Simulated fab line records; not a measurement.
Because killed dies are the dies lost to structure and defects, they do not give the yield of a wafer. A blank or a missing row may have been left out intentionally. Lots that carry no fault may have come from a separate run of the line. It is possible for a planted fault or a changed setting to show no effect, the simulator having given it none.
A sampling plan put to the test + flow nandHarc + one fab line, 27 faults that these records tell of, each judged on the records of the lots that it struck; 1 more is left out, because the records don't allow judging it
The plan is the line's own looks: the steps of the route at which a gauge or an inspection reads the wafer and doesn't change it. Where struck wafers have a number at a look and the file lists that look's usual mean and standard deviation on fault-free wafers, the look can be judged. Caught: 4 or more of those standard deviations (sigma) separate the usual mean from the mean of the struck wafers at a look after the fault's first step. On the tool: here the same test is run on the tool's own readings at the fault's steps. If the struck wafers alone have a blank record, or they carry another recipe, that too counts as caught.

THE FAULTS, as the simulator had put them in
1. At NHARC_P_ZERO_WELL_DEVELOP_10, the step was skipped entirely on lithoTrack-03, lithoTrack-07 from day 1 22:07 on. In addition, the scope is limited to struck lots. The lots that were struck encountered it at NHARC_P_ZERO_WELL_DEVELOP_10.
2. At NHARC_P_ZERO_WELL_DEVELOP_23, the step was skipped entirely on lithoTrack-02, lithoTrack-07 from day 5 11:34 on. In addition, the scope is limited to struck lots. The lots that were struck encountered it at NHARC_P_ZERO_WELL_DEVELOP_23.
3. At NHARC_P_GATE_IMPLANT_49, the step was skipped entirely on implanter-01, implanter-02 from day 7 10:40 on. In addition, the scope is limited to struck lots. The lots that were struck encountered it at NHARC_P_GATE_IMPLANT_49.
4. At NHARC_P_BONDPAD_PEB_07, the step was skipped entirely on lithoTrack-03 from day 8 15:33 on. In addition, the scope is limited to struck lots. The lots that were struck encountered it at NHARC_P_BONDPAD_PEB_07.
5. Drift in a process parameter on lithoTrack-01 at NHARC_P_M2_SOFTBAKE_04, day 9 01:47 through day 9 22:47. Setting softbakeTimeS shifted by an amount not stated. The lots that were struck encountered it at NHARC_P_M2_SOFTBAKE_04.
6. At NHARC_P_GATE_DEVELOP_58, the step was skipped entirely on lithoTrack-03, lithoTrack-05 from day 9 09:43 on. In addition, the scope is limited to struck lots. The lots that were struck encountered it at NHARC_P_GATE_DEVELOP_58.
7. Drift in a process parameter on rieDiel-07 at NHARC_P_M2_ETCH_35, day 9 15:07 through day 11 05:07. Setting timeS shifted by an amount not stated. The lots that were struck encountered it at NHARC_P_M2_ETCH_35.
8. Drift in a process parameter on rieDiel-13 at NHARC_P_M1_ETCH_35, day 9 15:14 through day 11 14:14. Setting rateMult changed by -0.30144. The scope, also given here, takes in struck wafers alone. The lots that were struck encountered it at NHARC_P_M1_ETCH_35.
9. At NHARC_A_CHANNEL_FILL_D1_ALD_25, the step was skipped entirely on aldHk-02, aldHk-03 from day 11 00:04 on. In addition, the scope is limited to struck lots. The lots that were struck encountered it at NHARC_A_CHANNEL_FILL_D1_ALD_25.
10. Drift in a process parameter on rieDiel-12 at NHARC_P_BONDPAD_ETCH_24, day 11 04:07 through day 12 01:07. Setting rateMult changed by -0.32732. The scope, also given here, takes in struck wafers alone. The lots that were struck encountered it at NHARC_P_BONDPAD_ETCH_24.
11. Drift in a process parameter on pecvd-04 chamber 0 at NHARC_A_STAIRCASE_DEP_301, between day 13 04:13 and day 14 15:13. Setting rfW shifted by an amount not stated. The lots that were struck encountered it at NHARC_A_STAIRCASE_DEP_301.
12. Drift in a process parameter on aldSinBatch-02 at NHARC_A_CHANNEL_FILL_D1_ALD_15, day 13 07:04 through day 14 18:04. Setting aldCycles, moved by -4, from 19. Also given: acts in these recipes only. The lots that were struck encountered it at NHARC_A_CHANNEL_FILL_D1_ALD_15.
13. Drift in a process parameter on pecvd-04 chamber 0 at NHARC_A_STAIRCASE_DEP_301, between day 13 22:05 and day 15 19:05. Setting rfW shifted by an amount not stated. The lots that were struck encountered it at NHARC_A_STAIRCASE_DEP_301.
14. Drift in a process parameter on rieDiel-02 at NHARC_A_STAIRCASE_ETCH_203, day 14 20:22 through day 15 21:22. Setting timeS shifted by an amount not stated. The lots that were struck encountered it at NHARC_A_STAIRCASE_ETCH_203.
15. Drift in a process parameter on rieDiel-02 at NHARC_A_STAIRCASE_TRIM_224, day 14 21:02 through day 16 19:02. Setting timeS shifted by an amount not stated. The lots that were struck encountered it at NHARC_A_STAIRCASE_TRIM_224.
16. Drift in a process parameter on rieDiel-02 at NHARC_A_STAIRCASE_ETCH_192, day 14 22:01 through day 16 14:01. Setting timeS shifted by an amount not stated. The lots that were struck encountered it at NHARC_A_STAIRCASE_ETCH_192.
17. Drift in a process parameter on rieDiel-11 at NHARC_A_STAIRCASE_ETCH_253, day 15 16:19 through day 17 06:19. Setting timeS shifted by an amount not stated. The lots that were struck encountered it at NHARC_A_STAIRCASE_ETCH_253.
18. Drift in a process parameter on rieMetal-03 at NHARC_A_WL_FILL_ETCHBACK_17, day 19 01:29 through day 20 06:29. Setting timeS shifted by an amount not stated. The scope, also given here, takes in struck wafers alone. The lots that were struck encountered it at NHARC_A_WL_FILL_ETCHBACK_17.
19. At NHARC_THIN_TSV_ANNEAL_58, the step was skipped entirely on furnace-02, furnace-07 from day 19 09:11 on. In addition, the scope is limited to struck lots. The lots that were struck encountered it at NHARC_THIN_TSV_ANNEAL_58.
20. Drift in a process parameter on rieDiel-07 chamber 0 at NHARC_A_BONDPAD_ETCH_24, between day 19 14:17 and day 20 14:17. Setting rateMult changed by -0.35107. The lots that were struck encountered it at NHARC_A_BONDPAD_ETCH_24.
21. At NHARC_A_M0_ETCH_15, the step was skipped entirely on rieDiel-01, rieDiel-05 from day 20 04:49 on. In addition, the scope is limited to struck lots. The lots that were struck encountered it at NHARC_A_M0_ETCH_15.
22. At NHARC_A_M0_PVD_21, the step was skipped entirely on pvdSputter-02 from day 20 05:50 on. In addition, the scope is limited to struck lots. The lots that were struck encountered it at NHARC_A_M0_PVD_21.
23. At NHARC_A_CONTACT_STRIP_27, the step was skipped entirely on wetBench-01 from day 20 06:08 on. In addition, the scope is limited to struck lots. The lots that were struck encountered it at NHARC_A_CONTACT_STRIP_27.
24. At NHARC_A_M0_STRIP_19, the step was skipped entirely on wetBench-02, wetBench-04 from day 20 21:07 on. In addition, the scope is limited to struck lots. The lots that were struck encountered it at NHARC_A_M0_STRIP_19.
25. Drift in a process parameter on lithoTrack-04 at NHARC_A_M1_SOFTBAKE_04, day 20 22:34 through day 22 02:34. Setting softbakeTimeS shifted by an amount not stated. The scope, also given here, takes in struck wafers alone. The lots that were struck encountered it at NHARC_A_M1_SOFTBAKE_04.
26. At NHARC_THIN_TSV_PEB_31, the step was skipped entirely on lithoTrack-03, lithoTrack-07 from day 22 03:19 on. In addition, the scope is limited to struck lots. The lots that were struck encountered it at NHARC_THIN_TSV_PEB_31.
27. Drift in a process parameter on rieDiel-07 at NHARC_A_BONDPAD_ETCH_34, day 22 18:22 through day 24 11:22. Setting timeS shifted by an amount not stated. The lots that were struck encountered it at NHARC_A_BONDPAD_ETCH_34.

WHAT THE PLAN SAW
| fault | on the tool itself                               | first look that catches it                      | reading, sigma | median hours from its first step to that look | hours from the fault's start to the first struck lot there | judged looks passed uncaught |
|-------|--------------------------------------------------|-------------------------------------------------|----------------|-----------------------------------------------|------------------------------------------------------------|------------------------------|
| 1     | the tool's record is blank for the struck wafers | no look after it can be judged                  | -              | -                                             | -                                                          | 0                            |
| 2     | the tool's record is blank for the struck wafers | no look after it can be judged                  | -              | -                                             | -                                                          | 0                            |
| 3     | the tool's record is blank for the struck wafers | no look after it can be judged                  | -              | -                                             | -                                                          | 0                            |
| 4     | the tool's record is blank for the struck wafers | no look after it can be judged                  | -              | -                                             | -                                                          | 0                            |
| 5     | heaterPowerTotalW +99 or beyond sigma            | none of the 2 looks that can be judged after it | -              | -                                             | -                                                          | 2                            |
| 6     | the tool's record is blank for the struck wafers | no look after it can be judged                  | -              | -                                             | -                                                          | 0                            |
| 7     | runLengthS -24 sigma                             | no look after it can be judged                  | -              | -                                             | -                                                          | 0                            |
| 8     | oesProductAu -13 sigma                           | no look after it can be judged                  | -              | -                                             | -                                                          | 0                            |
| 9     | the tool's record is blank for the struck wafers | no look after it can be judged                  | -              | -                                             | -                                                          | 0                            |
| 10    | oesProductAu -19 sigma                           | no look after it can be judged                  | -              | -                                             | -                                                          | 0                            |
| 11    | rfFwdPowerW -99 or beyond sigma                  | no look after it can be judged                  | -              | -                                             | -                                                          | 0                            |
| 12    | under 2 sigma                                    | no look after it can be judged                  | -              | -                                             | -                                                          | 0                            |
| 13    | rfFwdPowerW -99 or beyond sigma                  | not the one look that can be judged after it    | -              | -                                             | -                                                          | 1                            |
| 14    | runLengthS -37 sigma                             | no look after it can be judged                  | -              | -                                             | -                                                          | 0                            |
| 15    | runLengthS -99 or beyond sigma                   | no look after it can be judged                  | -              | -                                             | -                                                          | 0                            |
| 16    | runLengthS +42 sigma                             | no look after it can be judged                  | -              | -                                             | -                                                          | 0                            |
| 17    | runLengthS -36 sigma                             | no look after it can be judged                  | -              | -                                             | -                                                          | 0                            |
| 18    | runLengthS -21 sigma                             | no look after it can be judged                  | -              | -                                             | -                                                          | 0                            |
| 19    | the tool's record is blank for the struck wafers | not the one look that can be judged after it    | -              | -                                             | -                                                          | 1                            |
| 20    | oesProductAu -14 sigma                           | no look after it can be judged                  | -              | -                                             | -                                                          | 0                            |
| 21    | the tool's record is blank for the struck wafers | no look after it can be judged                  | -              | -                                             | -                                                          | 0                            |
| 22    | the tool's record is blank for the struck wafers | no look after it can be judged                  | -              | -                                             | -                                                          | 0                            |
| 23    | the tool's record is blank for the struck wafers | not the one look that can be judged after it    | -              | -                                             | -                                                          | 1                            |
| 24    | the tool's record is blank for the struck wafers | none of the 2 looks that can be judged after it | -              | -                                             | -                                                          | 2                            |
| 25    | heaterPowerTotalW +99 or beyond sigma            | no look after it can be judged                  | -              | -                                             | -                                                          | 0                            |
| 26    | the tool's record is blank for the struck wafers | no look after it can be judged                  | -              | -                                             | -                                                          | 0                            |
| 27    | runLengthS -39 sigma                             | no look after it can be judged                  | -              | -                                             | -                                                          | 0                            |
Dash: fault not caught, or number not given in these records.

Caught at a look: 0 of 27. Caught on the tool: 26 of 27. By one or the other: 26 of 27.
Faults caught by the tool alone: 1, 2, 3, 4, 5, 6, 7, 8, 9, 10, 11, 13, 14, 15, 16, 17, 18, 19, 20, 21, 22, 23, 24, 25, 26, 27.
Caught by neither: fault 12.
